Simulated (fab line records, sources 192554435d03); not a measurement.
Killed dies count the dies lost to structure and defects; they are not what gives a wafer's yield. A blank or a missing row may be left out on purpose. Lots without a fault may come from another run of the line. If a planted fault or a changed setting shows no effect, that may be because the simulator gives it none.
Chamber matching    flow n5Finfet    pecvd-04 running N5_GATE_CUT_PECVD_57: 3 sister chambers
The step deposits SiNx from SiH4/NH3/N2, target thk 21 nm. 6 wafers are shown with their chamber, then 10 later ones without.

WAFERS PAIRED WITH THEIR CHAMBERS
wafer   chamber  throttleValvePct (%)  showerheadPlenumPTorr (Torr)
L081.6  2        38.1                  5.19
L082.2  0        40.8                  5.20
L082.5  0        41.2                  5.21
L082.6  1        40.1                  5.17
L086.2  2        38.1                  5.18
L086.3  1        40.1                  5.17

WAFERS WITH NO CHAMBER GIVEN
wafer   throttleValvePct (%)  showerheadPlenumPTorr (Torr)
L086.6  41.3                  5.21
L089.2  39.9                  5.18
L089.4  40.0                  5.17
L089.5  38.2                  5.19
L092.2  41.5                  5.21
L092.3  40.1                  5.18
L092.4  41.9                  5.22
L095.1  41.8                  5.22
L095.3  38.3                  5.18
L095.4  41.9                  5.21

CHAMBER TAKEN BY EACH
wafer   from the rows above  in truth
L086.6  0                    0
L089.2  1                    1
L089.4  1                    1
L089.5  2                    2
L092.2  0                    0
L092.3  1                    1
L092.4  0                    0
L095.1  0                    0
L095.3  2                    2
L095.4  0                    0
10 of 10 placed correctly. From these rows, 0 cannot be placed. Placed wrongly: 0.
How it was worked out, from the rows above alone: a wafer's distance from a chamber is the root of the sum, over the readings, of the square of ((its reading less the chamber's mean) divided by the reading's scatter). The wafer belongs to the nearest chamber; if the next one is less than 2 further off, it can't be placed. For every chamber, the mean is computed from those of its wafers that are shown. The scatter is the square root of a quotient: the sum, over the shown wafers, of each reading's squared deviation from its chamber's mean, divided by wafers minus chambers.
